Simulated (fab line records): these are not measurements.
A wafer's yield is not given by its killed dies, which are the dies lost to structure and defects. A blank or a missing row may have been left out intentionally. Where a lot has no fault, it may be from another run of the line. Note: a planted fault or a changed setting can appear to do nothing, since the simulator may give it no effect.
fab line records + flow nandHarc
[record]
- lots = 5
- wafers = 15
- lastDay = 32
route steps=1302 shown P_M0@278 P_M1@285 END@1302
lots that met no fault: taken from a fault-free run of the same line
startH: hours from the record's opening day to when the first of the lot's shown wafers began + waitH: hours since the lot's step before + " repeats the value in the row above + L1.1+2: a single row standing in for several wafers + - either no value or no given start + * or withheld: withheld + < > ~ a bound
route shown NAME@n: a module of which the file shows steps, and the number in the route of the first + usual: mean/standard deviation of fault-free wafers + same: alike in all rows + chamber/n: place in a boat + sites: per-site readings + _std_site: standard deviation across them + _edge_site: mean of outer sites minus mean of inner sites + radiusMm: for every site, how far away it sits from the centre of the wafer + mask NAME#n: copy n + behind: the last tool/chamber to shape the wafer + hold: cause of the lot's hold/its duration in hours/its outcome + device: which transistor (n, p or np) failed to switch + end of line: the route-end tests of the same wafers + a step with no rows: only its recipe + killed: dies that structure and defects cost at the first sort, which is not the same as the wafer's yield + map: dies across one wafer; x = killed, . = not, _ = none there
set.NAME: setting as actually run; set.NAME@STEP: the setting as run at that earlier step + model.NAME: the simulator's own value behind a step, which no gauge read
lots seen at some steps along the route; tables by step, rows by wafer
services: from which hour (startH, from the record's first day; less than 0 if before it) a tool's chamber was out of use, for how many hours, and why
[[steps]]
[step NHARC_P_M0_CMP_23]
[recipe]
- tOverpolishS = 20
- targetThkNm = 117.54
[usual]
- motorCurrentA = 12.6/1.6
- timeToEndpointS = 29.3/2.6
| lot.wafer | tool   | chamber | startH | waitH | motorCurrentA | timeToEndpointS |
|-----------|--------|---------|--------|-------|---------------|-----------------|
| L959.3    | cmp-03 | 1       | 139.06 | -     | 11.2          | 24.9            |
| L959.2    | "      | 3       | "      | "     | 11.5          | 26.4            |
| L959.6    | "      | 2       | "      | "     | 11.5          | 28.3            |
| L964.2    | cmp-02 | 3       | 193.11 | -     | 12.3          | 28.0            |
| L964.4    | "      | 0       | "      | "     | 12.7          | 30.6            |
| L964.3    | "      | 1       | "      | "     | 13.3          | 25.7            |
| L973.4    | cmp-02 | 3       | 282.60 | -     | 12.1          | 33.0            |
| L973.3    | "      | 0       | "      | "     | 12.6          | 30.6            |
| L973.5    | "      | 2       | "      | "     | 11.6          | 30.7            |
| L972.3    | cmp-03 | 3       | 284.00 | -     | 11.1          | 31.6            |
| L972.1    | "      | 2       | "      | "     | 11.9          | 31.0            |
| L972.5    | "      | 3       | "      | "     | 11.3          | 28.1            |
| L979.4    | cmp-02 | 2       | 342.04 | -     | 11.4          | 34.5            |
| L979.2    | "      | 3       | "      | "     | 12.5          | 34.5            |
| L979.5    | "      | 2       | "      | "     | 11.0          | 35.0            |
[step NHARC_P_M0_THK_MEAS_24]
[recipe]
- thkMeasGauge = xrf
[usual]
- thkNm = 117.7/1.6
| lot.wafer | tool         | chamber | startH | waitH | thkNm |
|-----------|--------------|---------|--------|-------|-------|
| L959.2    | filmMetro-01 | -       | 139.38 | -     | 118.6 |
| L959.3    | "            | -       | "      | "     | 116.6 |
| L959.6    | "            | -       | "      | "     | 119.2 |
| L964.2    | filmMetro-02 | -       | 193.39 | -     | 117.3 |
| L964.3    | "            | -       | "      | "     | 116.0 |
| L964.4    | "            | -       | "      | "     | 117.6 |
| L973.3    | filmMetro-01 | -       | 282.86 | -     | 119.6 |
| L973.4    | "            | -       | "      | "     | 118.4 |
| L973.5    | "            | -       | "      | "     | 118.7 |
| L972.1    | filmMetro-02 | -       | 284.32 | -     | 120.2 |
| L972.3    | "            | -       | "      | "     | 120.6 |
| L972.5    | "            | -       | "      | "     | 118.3 |
| L979.2    | filmMetro-01 | -       | 342.33 | -     | 122.1 |
| L979.4    | "            | -       | "      | "     | 120.8 |
| L979.5    | "            | -       | "      | "     | 119.6 |
[step NHARC_P_M0_SRD_25]
[step NHARC_P_M0_INSPECT_27]
[usual]
- rawDefectCount = 293/100
| lot.wafer | tool             | chamber | startH | waitH | rawDefectCount |
|-----------|------------------|---------|--------|-------|----------------|
| L959.2    | defectInspect-01 | -       | 139.53 | 0.0   | 187            |
| L959.3    | "                | -       | "      | "     | 259            |
| L959.6    | "                | -       | "      | "     | 219            |
| L964.2    | defectInspect-01 | -       | 193.55 | 0.0   | 189            |
| L964.3    | "                | -       | "      | "     | 186            |
| L964.4    | "                | -       | "      | "     | 220            |
| L973.3    | defectInspect-01 | -       | 283.02 | 0.0   | 179            |
| L973.4    | "                | -       | "      | "     | 282            |
| L973.5    | "                | -       | "      | "     | 350            |
| L972.1    | defectInspect-02 | -       | 284.47 | 0.0   | 222            |
| L972.3    | "                | -       | "      | "     | 178            |
| L972.5    | "                | -       | "      | "     | 326            |
| L979.2    | defectInspect-01 | -       | 342.49 | 0.0   | 434            |
| L979.4    | "                | -       | "      | "     | 332            |
| L979.5    | "                | -       | "      | "     | 194            |
[step NHARC_P_M0_PRE_CLEAN_31]
[recipe]
- timeS = 12
- tempC = 370
- rfPowerW = 300
- gas = NH3
[usual]
- heaterPowerW = 661/68
| lot.wafer | tool     | chamber | startH | waitH | heaterPowerW |
|-----------|----------|---------|--------|-------|--------------|
| L959.2    | pecvd-02 | 0       | 139.60 | 0.1   | 543          |
| L959.3    | "        | 2       | "      | "     | 579          |
| L959.6    | "        | 2       | "      | "     | 574          |
| L964.3    | pecvd-01 | 1       | 193.62 | 0.1   | 644          |
| L964.2    | "        | 0       | "      | "     | 627          |
| L964.4    | "        | 1       | "      | "     | 654          |
| L973.3    | pecvd-01 | 0       | 283.10 | 0.1   | 726          |
| L973.5    | "        | 2       | "      | "     | 718          |
| L973.4    | "        | 1       | "      | "     | 681          |
| L972.3    | pecvd-02 | 2       | 284.54 | 0.1   | 656          |
| L972.1    | "        | 1       | "      | "     | 622          |
| L972.5    | "        | 2       | "      | "     | 655          |
| L979.2    | pecvd-04 | 0       | 342.57 | 0.1   | 626          |
| L979.5    | "        | 0       | "      | "     | 630          |
| L979.4    | "        | 1       | "      | "     | 701          |
[step NHARC_P_M0_DEP_32]
[recipe]
- targetThkA = 300
- tempC = 370
- targetThkNm = 30
- pressureTorr = 3
- flowSccm = 200
- rfW = 450
- material = SiCN
[usual]
- chamberPressureTorr = 2.999/0.0068
- heaterPowerW = 606/75
| lot.wafer | tool     | chamber | startH | waitH | chamberPressureTorr | heaterPowerW |
|-----------|----------|---------|--------|-------|---------------------|--------------|
| L959.2    | pecvd-02 | 0       | 139.68 | 0.1   | 2.992               | 464          |
| L959.3    | "        | 2       | "      | "     | 2.996               | 583          |
| L959.6    | "        | 2       | "      | "     | 2.989               | 578          |
| L964.3    | pecvd-01 | 1       | 193.70 | 0.1   | 3.000               | 691          |
| L964.2    | "        | 0       | "      | "     | 2.997               | 665          |
| L964.4    | "        | 1       | "      | "     | 2.999               | 692          |
| L973.3    | pecvd-01 | 0       | 283.21 | 0.1   | 2.982               | 653          |
| L973.5    | "        | 2       | "      | "     | 3.006               | 639          |
| L973.4    | "        | 1       | "      | "     | 3.000               | 675          |
| L972.3    | pecvd-02 | 2       | 284.62 | 0.1   | 3.001               | 636          |
| L972.1    | "        | 1       | "      | "     | 2.987               | 601          |
| L972.5    | "        | 2       | "      | "     | 2.983               | 500          |
| L979.2    | pecvd-04 | 0       | 342.68 | 0.1   | 2.995               | 555          |
| L979.5    | "        | 0       | "      | "     | 2.997               | 570          |
| L979.4    | "        | 1       | "      | "     | 2.999               | 737          |
[step NHARC_P_M1_DEP_00]
[recipe]
- targetThkA = 1825
- targetThkNm = 182.5
- tempC = withheld
- pressureTorr = 5
- flowSccm = 200
- rfW = 600
- material = SiOC
[step NHARC_P_M1_DEHYDRATE_01]
[recipe]
- tempC = 150
- timeS = 120
[step NHARC_P_M1_HMDS_02]
[recipe]
- timeS = 30
[step NHARC_P_M1_COAT_34]
[recipe]
- tempC = 200
- timeS = 65
[step NHARC_P_M1_COAT_03]
[recipe]
- spinRpm = 1500
- resistThkNm = 90
[step NHARC_P_M1_SOFTBAKE_04]
[recipe]
- tempC = 105
- timeS = 55
[usual]
- heaterPowerTotalW = 188.45/0.13
| lot.wafer | tool          | chamber | startH | waitH | heaterPowerTotalW |
|-----------|---------------|---------|--------|-------|-------------------|
| L959.2    | lithoTrack-04 | 0       | 140    | -     | 188.43            |
| L959.3    | "             | 0       | "      | "     | 188.48            |
| L959.6    | "             | 0       | "      | "     | 188.49            |
| L964.2    | lithoTrack-06 | 0       | 194    | -     | 188.39            |
| L964.3    | "             | 0       | "      | "     | 188.50            |
| L964.4    | "             | 0       | "      | "     | 222.85            |
| L973.3    | lithoTrack-06 | 0       | 283    | -     | 188.39            |
| L973.4    | "             | 0       | "      | "     | 188.33            |
| L973.5    | "             | 0       | "      | "     | 188.39            |
| L972.1    | lithoTrack-04 | 0       | 285    | -     | 188.29            |
| L972.3    | "             | 0       | "      | "     | 188.51            |
| L972.5    | "             | 0       | "      | "     | 188.27            |
| L979.2    | lithoTrack-01 | 0       | 343    | -     | 188.36            |
| L979.4    | "             | 0       | "      | "     | 188.28            |
| L979.5    | "             | 0       | "      | "     | 188.56            |
[step NHARC_P_M1_EBR_05]
[step NHARC_END_SORT_01]
[recipe]
- tempC = 25
[usual]
- defectLimitedYield = 91.6/2.8
- killedAtArray = 52/18
- killedAtOther = 0.6/1.1
- killedAtPeriphery = 3.7/2.4
- killedDies = 57/19
- killedOpen = 3.1/1.7
- killedShort = 2.5/1.7
- sort_bin_2_pct = 3.0/1.2
- sort_bin_3_pct = 0.6/0.38
- sort_bin_4_pct = 4.8/1.7
- sortNPass = 620/19
- sortRimYieldPct = 91/4.1
- sortYieldPct = 91.6/2.8
[same]
- grossDies = 677
- sort_bin_5_pct[%] = 0
- sort_bin_6_pct[%] = 0
- sort_bin_7_pct[%] = 0
- sort_bin_8_pct[%] = 0
- sortRimNGross = 106.00
| lot.wafer | tool      | chamber | startH | waitH | defectLimitedYield[%] | killedAtArray | killedAtOther | killedAtPeriphery | killedDies | killedOpen | killedShort | sort_bin_2_pct[%] | sort_bin_3_pct[%] | sort_bin_4_pct[%] | sortNPass | sortRimYieldPct[%] | sortYieldPct[%] |
|-----------|-----------|---------|--------|-------|-----------------------|---------------|---------------|-------------------|------------|------------|-------------|-------------------|-------------------|-------------------|-----------|--------------------|-----------------|
| L959.2    | prober-01 | 0       | 577.74 | 2.8   | 92.9                  | 43            | 0             | 5                 | 48         | 3          | 2           | 1.9               | 0.6               | 4.6               | 629       | 89                 | 92.9            |
| L959.3    | prober-01 | 0       | 578.53 | 3.1   | 93.8                  | 37            | 0             | 5                 | 42         | 1          | 1           | 2.1               | 0.4               | 3.7               | 635       | 91                 | 93.8            |
| L959.6    | prober-01 | 0       | 580.93 | 4.0   | 91.3                  | 48            | 1             | 10                | 59         | 3          | 2           | 3.2               | 0.6               | 4.9               | 618       | 88                 | 91.3            |
| L964.2    | prober-01 | 0       | 637.75 | 2.8   | 87.7                  | 76            | 0             | 7                 | 83         | 4          | 3           | 4.4               | 0.6               | 7.2               | 594       | 93                 | 87.7            |
| L964.3    | prober-01 | 0       | 638.57 | 3.1   | 90.7                  | 60            | 0             | 3                 | 63         | 7          | 2           | 3.8               | 0.7               | 4.7               | 614       | 85                 | 90.7            |
| L964.4    | prober-01 | 0       | 639.39 | 3.5   | 89.7                  | 66            | 1             | 3                 | 70         | 3          | 4           | 2.5               | 1.2               | 6.6               | 607       | 93                 | 89.7            |
| L973.3    | prober-02 | 0       | 726.82 | 3.2   | 89.8                  | 62            | 0             | 7                 | 69         | 4          | 3           | 3.7               | 1.2               | 5.3               | 608       | 84                 | 89.8            |
| L973.4    | prober-02 | 0       | 727.64 | 3.5   | 90.1                  | 60            | 1             | 6                 | 67         | 4          | 4           | 3.5               | 1.2               | 5.2               | 610       | 92                 | 90.1            |
| L973.5    | prober-02 | 0       | 728.46 | 3.8   | 89.7                  | 66            | 0             | 4                 | 70         | 3          | 1           | 3.8               | 0.9               | 5.6               | 607       | 84                 | 89.7            |
| L972.1    | prober-02 | 0       | 733.11 | 2.5   | 95.0                  | 28            | 2             | 4                 | 34         | 2          | 1           | 1.6               | 0.3               | 3.1               | 643       | 95                 | 95.0            |
| L972.3    | prober-02 | 0       | 734.71 | 3.1   | 93.5                  | 41            | 0             | 3                 | 44         | 5          | 4           | 1.3               | 0.3               | 4.9               | 633       | 92                 | 93.5            |
| L972.5    | prober-02 | 0       | 736.30 | 3.7   | 94.1                  | 32            | 1             | 7                 | 40         | 3          | 4           | 2.2               | 0.3               | 3.4               | 637       | 93                 | 94.1            |
| L979.2    | prober-01 | 0       | 771.77 | 2.8   | 90.0                  | 57            | 3             | 8                 | 68         | 2          | 2           | 4.0               | 0.4               | 5.6               | 609       | 89                 | 90.0            |
| L979.4    | prober-01 | 0       | 773.38 | 3.4   | 86.4                  | 85            | 1             | 6                 | 92         | 2          | 4           | 5.0               | 0.7               | 7.8               | 585       | 90                 | 86.4            |
| L979.5    | prober-01 | 0       | 774.19 | 3.7   | 88.2                  | 70            | 0             | 10                | 80         | 3          | 1           | 2.7               | 1.5               | 7.7               | 597       | 87                 | 88.2            |
// killed by level:class
L959.2 A_CHANNEL_HOLE_D1:chamberFilmFlake=17 A_CHANNEL_HOLE_D2:chamberFilmFlake=5 A_M1:chamberFilmFlake=5 A_CHANNEL_FILL_D1:chamberFilmFlake=3 A_STAIRCASE:chamberFilmFlake=3 P_GATE:chamberFilmFlake=2 P_M2:chamberFilmFlake=2 A_DECK1_JOINT:chamberFilmFlake=2
L959.3 A_CHANNEL_HOLE_D1:chamberFilmFlake=22 A_CHANNEL_HOLE_D2:chamberFilmFlake=4 A_M1:chamberFilmFlake=4 P_GATE:chamberFilmFlake=2 A_ZERO_WELL:chamberFilmFlake=2 A_STAIRCASE:chamberFilmFlake=2 A_CONTACT:chamberFilmFlake=2 P_GATE:geometricParticle:short=1
L959.6 A_CHANNEL_HOLE_D1:chamberFilmFlake=22 A_CHANNEL_HOLE_D2:chamberFilmFlake=9 P_M2:chamberFilmFlake=4 A_STAIRCASE:chamberFilmFlake=4 P_GATE:chamberFilmFlake=3 A_CHANNEL_FILL_D1:chamberFilmFlake=3 A_DECK1_JOINT:chamberFilmFlake=3 A_M1:chamberFilmFlake=3
L964.2 A_CHANNEL_HOLE_D2:chamberFilmFlake=36 A_SLIT:chamberFilmFlake=24 A_CONTACT:chamberFilmFlake=7 A_CHANNEL_FILL_D1:chamberFilmFlake=3 P_CONTACT:geometricParticle:open=2 A_CHANNEL_FILL_D1:geometricParticle:short=2 P_CONTACT:chamberFilmFlake=2 A_WL_FILL:chamberFilmFlake=2
L964.3 A_SLIT:chamberFilmFlake=30 A_CHANNEL_HOLE_D2:chamberFilmFlake=12 A_CONTACT:chamberFilmFlake=5 A_CHANNEL_HOLE_D1:chamberFilmFlake=3 A_ONON_D2:geometricParticle:open=2 P_CONTACT:geometricParticle:open=1 A_SOURCE_PLATE:geometricParticle:open=1 A_DECK1_JOINT:geometricParticle:open=1
L964.4 A_CHANNEL_HOLE_D2:chamberFilmFlake=33 A_SLIT:chamberFilmFlake=24 A_CHANNEL_FILL_D1:geometricParticle:short=2 P_CONTACT:chamberFilmFlake=2 A_DECK1_JOINT:chamberFilmFlake=2 P_CONTACT:geometricParticle:open=1 A_CHANNEL_FILL_D1:geometricParticle:open=1 A_SGD_CUT:geometricParticle:open=1
L973.3 A_CHANNEL_HOLE_D1:chamberFilmFlake=25 A_CHANNEL_HOLE_D2:chamberFilmFlake=19 A_SLIT:chamberFilmFlake=5 A_CONTACT:chamberFilmFlake=5 P_M1:chamberFilmFlake=3 A_WL_FILL:chamberFilmFlake=2 P_STI:geometricParticle:short=1 P_M0:geometricParticle:short=1
L973.4 A_CHANNEL_HOLE_D1:chamberFilmFlake=25 A_CHANNEL_HOLE_D2:chamberFilmFlake=17 A_SLIT:chamberFilmFlake=7 P_M1:chamberFilmFlake=4 A_CONTACT:chamberFilmFlake=3 A_STAIRCASE:chamberFilmFlake=2 P_M1:geometricParticle:short=1 P_M1:geometricParticle:open=1
L973.5 A_CHANNEL_HOLE_D1:chamberFilmFlake=30 A_CHANNEL_HOLE_D2:chamberFilmFlake=20 A_SLIT:chamberFilmFlake=7 A_STAIRCASE:chamberFilmFlake=3 P_M1:chamberFilmFlake=2 A_CONTACT:chamberFilmFlake=2 P_M0:geometricParticle:open=1 A_CHANNEL_HOLE_D1:geometricParticle:open=1
L972.1 A_CHANNEL_HOLE_D1:chamberFilmFlake=13 A_SLIT:chamberFilmFlake=5 A_STAIRCASE:chamberFilmFlake=3 A_CONTACT:chamberFilmFlake=3 THIN_TSV:chamberFilmFlake=2 P_GATE:chamberFilmFlake=2 P_M2:chamberFilmFlake=2 A_CHANNEL_FILL_D1:geometricParticle:open=1
L972.3 A_CHANNEL_HOLE_D1:chamberFilmFlake=13 A_CONTACT:chamberFilmFlake=8 A_SLIT:chamberFilmFlake=7 A_DECK1_JOINT:geometricParticle:short=2 P_M2:chamberFilmFlake=2 A_STAIRCASE:chamberFilmFlake=2 A_WL_FILL:chamberFilmFlake=2 A_SOURCE_PLATE:geometricParticle:short=1
L972.5 A_CHANNEL_HOLE_D1:chamberFilmFlake=12 A_SLIT:chamberFilmFlake=6 P_GATE:chamberFilmFlake=4 A_CONTACT:chamberFilmFlake=4 A_STAIRCASE:chamberFilmFlake=3 P_ZERO_WELL:chamberFilmFlake=2 P_STI:geometricParticle:short=1 A_ONON_D1:geometricParticle:open=1
L979.2 A_SLIT:chamberFilmFlake=24 A_CHANNEL_HOLE_D2:chamberFilmFlake=16 P_ZERO_WELL:chamberFilmFlake=4 A_STAIRCASE:chamberFilmFlake=4 P_GATE:chamberFilmFlake=3 A_CHANNEL_HOLE_D1:chamberFilmFlake=3 A_CONTACT:chamberFilmFlake=3 THIN_TSV:chamberFilmFlake=3
L979.4 A_SLIT:chamberFilmFlake=28 A_CHANNEL_HOLE_D2:chamberFilmFlake=19 A_CONTACT:chamberFilmFlake=13 A_STAIRCASE:chamberFilmFlake=7 P_GATE:chamberFilmFlake=4 A_CHANNEL_FILL_D2:chamberFilmFlake=4 A_CHANNEL_HOLE_D1:chamberFilmFlake=3 A_CHANNEL_HOLE_D2:geometricParticle:short=2
L979.5 A_SLIT:chamberFilmFlake=25 A_CHANNEL_HOLE_D2:chamberFilmFlake=20 A_CHANNEL_HOLE_D1:chamberFilmFlake=7 P_ZERO_WELL:chamberFilmFlake=5 A_STAIRCASE:chamberFilmFlake=5 A_CONTACT:chamberFilmFlake=5 A_SGD_CUT:chamberFilmFlake=3 P_CONTACT:geometricParticle:open=2
[[services]]
| tool          | chamber | startH | hours | kind      |
|---------------|---------|--------|-------|-----------|
| pecvd-01      | -       | 130.25 | 13.0  | pm        |
| pecvd-01      | 0       | 130.25 | 13.0  | ventCycle |
| pecvd-01      | 1       | 130.25 | 13.0  | ventCycle |
| pecvd-01      | 2       | 130.25 | 13.0  | ventCycle |
| cmp-02        | -       | 134.51 | 4.0   | pm        |
| pecvd-02      | 1       | 143.01 | 19.2  | repair    |
| cmp-02        | -       | 144.11 | 29.0  | repair    |
| lithoTrack-01 | -       | 155.00 | 7.0   | pm        |
| cmp-03        | -       | 162.00 | 4.0   | pm        |
| lithoTrack-06 | -       | 179.00 | 7.0   | pm        |
| cmp-02        | -       | 182.35 | 4.2   | repair    |
| cmp-02        | -       | 200.26 | 2.6   | repair    |
| lithoTrack-04 | -       | 203.00 | 7.0   | pm        |
| cmp-02        | -       | 212.58 | 0.4   | repair    |
| pecvd-02      | -       | 227.00 | 13.0  | pm        |
| cmp-02        | -       | 232.51 | 4.0   | pm        |
| cmp-03        | -       | 260.00 | 4.0   | pm        |
| pecvd-04      | -       | 269.00 | 13.0  | pm        |
| pecvd-02      | 2       | 269.54 | 8.8   | repair    |
| cmp-02        | -       | 279.68 | 0.3   | repair    |
| pecvd-01      | -       | 311.25 | 13.0  | pm        |
| pecvd-04      | 2       | 318.15 | 5.7   | repair    |
| lithoTrack-01 | -       | 330.00 | 7.0   | pm        |
| cmp-02        | -       | 330.51 | 4.0   | pm        |
[[key]]
[firstSign]
- step = NHARC_P_M1_SOFTBAKE_04
- reading = heaterPowerTotalW
- direction = up
- sigmas = 99+
- usual = *
- struck = *
effect none on later readings
metAt NHARC_P_M1_SOFTBAKE_04
struckWafers L964.4
[fault]
- kind = processParameterDrift
- tool = lithoTrack-06
- chamber = -
- onsetH = 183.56
- steps = NHARC_P_M1_SOFTBAKE_04
- channel = timeS
- offset = *
- shape = step
- endH = 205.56
- scope = struckWafersOnly
- actsIn = *
- stated = *
